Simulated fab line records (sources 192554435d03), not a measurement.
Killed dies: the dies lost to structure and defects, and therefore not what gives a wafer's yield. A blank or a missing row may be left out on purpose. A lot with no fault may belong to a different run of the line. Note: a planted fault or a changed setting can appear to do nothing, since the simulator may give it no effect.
A struck lot beside a sound one    flow n5-finfet    21 steps out of a route of 1938
Sound: wafers L434.3, L434.5, L434.6. Struck: wafer L444.1 (left out: L444.3, L444.6 of the same lot, which were not struck); the cause appears at the end.
Each step with rows lists, per side, the tool, then ch with its chambers, then its first start. Under that, the readings that differ: sound wafers    struck wafers    difference of the means    sigmas: that difference in standard deviations of wafers without a fault.
alike: same words and numbers on both sides, and readings whose means sit less than 2 such deviations apart. not compared: any withheld reading, any reading some wafer has no value for, any bound like >300 that may hide the same value, and any number with overlapping values for which the record gives no deviation.
A row with sigmas, a row that says differs or no value, or rows on one side alone: a step with any of these is where the two part. When numbers do not overlap yet have no deviation, they are printed without sigmas and do not part them. A reading that every wafer of one side lacks parts them only if that side has two wafers or more.

first, 8 steps without rows for these wafers: N5_BEOL_M6_SPUTTER_48 (material Cu, target thk 10 nm, time 1.667 s); N5_BEOL_M6_ECD_50 (material Cu, target thk 300 nm); N5_BEOL_M6_ANNEAL_51 (time 90 s); N5_BEOL_M6_CMP_52 (polishes, stops on SiCOH lowk, t overpolish 6.9 s, target thk 80 nm); N5_BEOL_M6_PRE_CLEAN_55 (time 15 s); N5_BEOL_M6_DEP_56 (deposits SiCN from 3MS/NH3, target thk 10 nm, time 17.5 s); N5_BEOL_M7_ILD_DEP_00 (deposits SiCOH lowk from DEMS/porogen, target thk 179.75 nm, time 33.4 s); N5_BEOL_M7_CURE_74 (cures SiCOH lowk, time 240 s).
N5_BEOL_M7_PECVD_70: deposits SiO2 from TEOS/O2, target thk 20 nm, time 22.7 s.
  sound on pecvd-02 ch 0,2, day 9 01:32; struck on pecvd-02 ch 2, day 11 19:16
reading                sound  struck  difference                    sigmas
since-wet-clean-h (h)  - - -  21      no value on the sound wafers  
  alike: heater-power-w, showerhead-plenum-p-Torr, throttle-valve-pct
then, 9 steps without rows for these wafers: N5_BEOL_M7_HM_DEP_02 (deposits TiN, target thk 20 nm); N5_BEOL_M7_COAT_59 (time 60 s, resist thk 100 nm); N5_BEOL_M7_COAT_60 (time 60 s, resist thk 35 nm); N5_BEOL_M7_COAT_05 (resist thk 90 nm); N5_BEOL_M7_EBR_07; N5_BEOL_M7_SOFTBAKE_06 (time 60 s); N5_BEOL_M7_EXPOSE_08 (exposes mask M7); N5_BEOL_M7_PEB_09 (peb time 60 s); N5_BEOL_M7_DEVELOP_10 (develop time 30 s).
N5_BEOL_M7_INSPECT_13: inspects for defects (brightfield).
  sound: defect-inspect-02 at day 9 02:44; struck: defect-inspect-01 at day 11 20:04
reading           sound        struck  difference  sigmas
raw-defect-count  467 410 380  1563    +1144       +13
then, 1 step without rows for these wafers: N5_BEOL_M7_DESCUM_16 (chemistry O2, time 7.9 s).
-- record jumps: 3 days separate the struck wafers' starts on either side; left off in module BEOL_M7, taken up again in module PASSIVATION, whose first shown step is the route's number 1936 --
N5_PASSIVATION_PROBE_49:
  sound: prober-01 at day 12 09:51; struck: prober-01 at day 14 22:01
reading                   sound           struck  difference  sigmas
defect-limited-yield (%)  90.1 89.2 90.0  80.2    -9.6        -7
killed_at_M4_up           15 9 5          159     +149        +25
killed-at-contacts        27 23 14        7       -14         -2
killed-dies               117 128 118     234     +113        +7
killed-short              45 48 42        23      -22         -3
sort_bin_5_function (%)   6.4 6.9 5.2     11.5    +5.3        +6
sort_bin_8_speed (%)      0 0 0           0.34    +0.34       +10
sort-n-pass               1063 1052 1062  946     -113        -7
  alike: killed_at_M0_to_M3, killed-at-front-end, killed-at-other, killed-open, sort_bin_6_memory

WHERE THEY PART
Last at N5_PASSIVATION_PROBE_49 as far as this record goes, first at N5_BEOL_M7_PECVD_70.

WHY: what had been put in by the simulator
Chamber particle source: pecvd-02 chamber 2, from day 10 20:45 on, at N5_BEOL_M7_PECVD_70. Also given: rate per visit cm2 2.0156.
